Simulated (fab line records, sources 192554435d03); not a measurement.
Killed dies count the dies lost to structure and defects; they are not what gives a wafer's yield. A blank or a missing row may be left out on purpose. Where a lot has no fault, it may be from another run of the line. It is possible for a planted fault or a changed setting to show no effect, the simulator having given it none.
Which tool is to blame? + flow n5 finfet + 27 wafers from 9 lots sampled at 4 of the route's 1938 steps

## WHAT EACH GAUGE READ, for each wafer
N5_BEOL_M11_OCD_MEAS_38.
| lot  | measured     | on     | trench depth nm (nm) |
|------|--------------|--------|----------------------|
| L983 | day 12 01:28 | ocd-02 | 149.3 145.9 149.3    |
| L986 | day 12 13:53 | ocd-02 | 151.1 149.6 149.9    |
| L988 | day 13 01:16 | ocd-02 | 150.6 149.9 147.8    |
| L999 | day 15 15:03 | ocd-02 | - - -                |
| L998 | day 15 14:53 | ocd-01 | - - -                |
| L101 | day 16 00:01 | ocd-01 | 150.3 146.9 146.6    |
| L100 | day 16 11:59 | ocd-01 | 152.5 150.7 148.7    |
| L102 | day 16 14:26 | ocd-02 | 150.0 146.8 148.1    |
| L103 | day 16 17:21 | ocd-01 | 145.8 148.7 150.5    |

## TOOL THAT RAN EACH LOT (tool first, then ch and the chambers of the sampled wafers, then the start)
| lot  | N5_BEOL_M10_ALD_74                  | N5_BEOL_M11_ILD_DEP_00          | N5_BEOL_M11_CURE_71           |
|------|-------------------------------------|---------------------------------|-------------------------------|
| L983 | ald metal-04 ch 1,2,3, day 11 17:14 | pecvd-04 ch 0,1,2, day 11 20:23 | uv cure-03 ch 2, day 11 20:36 |
| L986 | ald metal-04 ch 1,2,3, day 12 07:41 | pecvd-02 ch 0,1,2, day 12 09:16 | uv cure-03 ch 2, day 12 09:26 |
| L988 | ald metal-02 ch 1,2,3, day 12 19:32 | pecvd-04 ch 0,1, day 12 22:01   | uv cure-03 ch 2, day 12 22:32 |
| L999 | ald metal-03 ch 0,1,3, day 15 07:05 | pecvd-04 ch 0,1,2, day 15 08:41 | uv cure-01 ch 2, day 15 08:46 |
| L998 | ald metal-04 ch 0,3, day 15 07:47   | pecvd-04 ch 0,2, day 15 09:16   | uv cure-02 ch 1, day 15 09:21 |
| L101 | ald metal-04 ch 0,1, day 15 18:22   | pecvd-02 ch 0,1,2, day 15 20:25 | uv cure-01 ch 1, day 15 20:30 |
| L100 | ald metal-02 ch 2,3, day 16 05:52   | pecvd-03 ch 0,1, day 16 07:31   | uv cure-03 ch 2, day 16 07:46 |
| L102 | ald metal-03 ch 1,2, day 16 06:01   | pecvd-02 ch 0,2, day 16 08:14   | uv cure-03 ch 2, day 16 08:24 |
| L103 | ald metal-04 ch 0,1,2, day 16 10:46 | pecvd-03 ch 0,1, day 16 12:19   | uv cure-03 ch 1, day 16 12:40 |
- N5_BEOL_M10_ALD_74: deposits TaN, target thk 2 nm, pulse time 2 s, purge time 3 s.
- N5_BEOL_M11_ILD_DEP_00: deposits SiCOH lowk from DEMS/porogen, target thk 308.51 nm, time 58 s.
- N5_BEOL_M11_CURE_71: cures SiCOH lowk, time 240 s.

## THE ANSWER, worked out from the rows above alone
Rule: usual is defined by the lots themselves. Put in order of their means at a reading, lots are off if they are a third of the lots or fewer, leave a main group of 4 or more, and stand apart from it by a gap of 3 or more times the standard deviation of the main group's means; of several such gaps the widest counts. Not used: any main group whose means are identical at the precision the tables above print for the reading. Also off: a lot with no number at a reading for which 4 or more lots have one. All remaining lots with rows at the step are treated as sound.
Off, at N5_BEOL_M11_OCD_MEAS_38 on trench depth nm: L999, L998. Without a number there: L999, L998. Mean 149.0 nm and standard deviation 1 in the main group.
If a tool, at a process step before that reading, ran all the lots that are off and no sound lot after the first of them, it fits. The gauges at N5_BEOL_M11_OCD_MEAS_38 are tried like those tools. One fits: N5_BEOL_M11_ILD_DEP_00 on pecvd-04. A fault onset in the window from L988 (day 12 22:01, its last sound lot) to L999 (day 15 08:41, its first lot off) fits.

## WHAT WAS PUT IN BY THE SIMULATOR
Step skipped in full: pecvd-04, at N5_BEOL_M11_ILD_DEP_00, from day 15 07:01 onward. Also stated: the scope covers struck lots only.
Shown lots that were struck: L998, L999. The rule above reached the same finding.
